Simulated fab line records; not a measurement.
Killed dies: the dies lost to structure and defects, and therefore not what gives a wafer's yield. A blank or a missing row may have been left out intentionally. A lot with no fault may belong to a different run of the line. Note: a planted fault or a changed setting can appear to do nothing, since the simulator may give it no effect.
Check of tool commonality :: flow nand harc :: 9 wafers sampled across 3 lots

REASON FOR OPENING
On 3 of the 3 lots, a flag is raised at NHARC_END_SORT_01 on the reading killed at array. Wafers without a fault read 55, standard deviation 17.
Rule: a lot is flagged in two cases, either no wafer of it has a number, or all its wafers with numbers fall more than 4 standard deviations from that mean. The other lots count as sound.

lot: L989
measured: day 28 19:31
on: prober-02
killed at array, wafer by wafer: 668 669 673
flag: FLAGGED

lot: L988
measured: day 28 19:39
on: prober-01
killed at array, wafer by wafer: 669 671 666
flag: FLAGGED

lot: L990
measured: day 29 14:52
on: prober-02
killed at array, wafer by wafer: 672 672 675
flag: FLAGGED
The numbers of the flagged lots are 671 on average: +616 against the usual, or +36 standard deviations.

EACH LOT AND THE TOOL IT RAN ON
The record holds 4 process steps before the reading, out of a route of 1302 steps. Each cell gives the tool, then ch followed by the chambers the sampled wafers passed through, then the start.
lot: L989
flag: FLAGGED
NHARC_A_STAIRCASE_TRIM_229: rie diel-11 ch 1,3, day 20 13:54
NHARC_A_STAIRCASE_HM_OPEN_457: rie diel-13 ch 1,3, day 20 21:50 or earlier
NHARC_A_STAIRCASE_ETCH_273: rie diel-13 ch 2,3, day 20 21:50
NHARC_A_STAIRCASE_HM_OPEN_460: rie diel-08 ch 0,2, day 28 19:31 or earlier

lot: L988
flag: FLAGGED
NHARC_A_STAIRCASE_TRIM_229: rie diel-08 ch 1,2,3, day 20 14:50
NHARC_A_STAIRCASE_HM_OPEN_457: rie diel-08 ch 0,1, day 20 23:14 or earlier
NHARC_A_STAIRCASE_ETCH_273: rie diel-08 ch 0,1,2, day 20 23:14
NHARC_A_STAIRCASE_HM_OPEN_460: rie diel-13 ch 1,2, day 28 19:39 or earlier

lot: L990
flag: FLAGGED
NHARC_A_STAIRCASE_TRIM_229: rie diel-08 ch 0,1, day 21 14:02
NHARC_A_STAIRCASE_HM_OPEN_457: rie diel-08 ch 1,3, day 22 00:41 or earlier
NHARC_A_STAIRCASE_ETCH_273: rie diel-08 ch 0,2, day 22 00:41
NHARC_A_STAIRCASE_HM_OPEN_460: rie diel-08 ch 0,1,2, day 29 14:52 or earlier
What the steps here do:
- NHARC_A_STAIRCASE_TRIM_229: chemistry O2, time 211.2 s.
- NHARC_A_STAIRCASE_HM_OPEN_457: chemistry O2/COS.
- NHARC_A_STAIRCASE_ETCH_273: etches the open film in C4F8/O2/Ar, target depth 10200 nm, time 2468.6 s.
- NHARC_A_STAIRCASE_HM_OPEN_460: chemistry O2/COS.
- NHARC_END_SORT_01

FLAGGED AGAINST TOTAL, ONE TOOL AT A TIME (gauges that did the reading follow at the end)
step: NHARC_A_STAIRCASE_TRIM_229
tool: rie diel-08
lots run: 2
flagged: 2
share of the flagged lots: some
sound lots run after its first flagged lot: 0

step: NHARC_A_STAIRCASE_TRIM_229
tool: rie diel-11
lots run: 1
flagged: 1
share of the flagged lots: some
sound lots run after its first flagged lot: 0

step: NHARC_A_STAIRCASE_HM_OPEN_457
tool: rie diel-08
lots run: 2
flagged: 2
share of the flagged lots: some
sound lots run after its first flagged lot: 0

step: NHARC_A_STAIRCASE_HM_OPEN_457
tool: rie diel-13
lots run: 1
flagged: 1
share of the flagged lots: some
sound lots run after its first flagged lot: 0

step: NHARC_A_STAIRCASE_ETCH_273
tool: rie diel-08
lots run: 2
flagged: 2
share of the flagged lots: some
sound lots run after its first flagged lot: 0

step: NHARC_A_STAIRCASE_ETCH_273
tool: rie diel-13
lots run: 1
flagged: 1
share of the flagged lots: some
sound lots run after its first flagged lot: 0

step: NHARC_A_STAIRCASE_HM_OPEN_460
tool: rie diel-08
lots run: 2
flagged: 2
share of the flagged lots: some
sound lots run after its first flagged lot: 0

step: NHARC_A_STAIRCASE_HM_OPEN_460
tool: rie diel-13
lots run: 1
flagged: 1
share of the flagged lots: some
sound lots run after its first flagged lot: 0

step: NHARC_END_SORT_01
tool: prober-01
lots run: 1
flagged: 1
share of the flagged lots: some
sound lots run after its first flagged lot: 0

step: NHARC_END_SORT_01
tool: prober-02
lots run: 2
flagged: 2
share of the flagged lots: some
sound lots run after its first flagged lot: 0
Because NHARC_A_STAIRCASE_HM_OPEN_457 lacks a start for some lots, the hours and order of its lots are taken from NHARC_A_STAIRCASE_ETCH_273. Because NHARC_A_STAIRCASE_HM_OPEN_460 lacks a start for some lots, the hours and order of its lots are taken from NHARC_END_SORT_01.

WHAT IS ALLOWED BY THE TABLE
No row of the table ran every flagged lot.

WHAT THE SIMULATOR HAD INSERTED
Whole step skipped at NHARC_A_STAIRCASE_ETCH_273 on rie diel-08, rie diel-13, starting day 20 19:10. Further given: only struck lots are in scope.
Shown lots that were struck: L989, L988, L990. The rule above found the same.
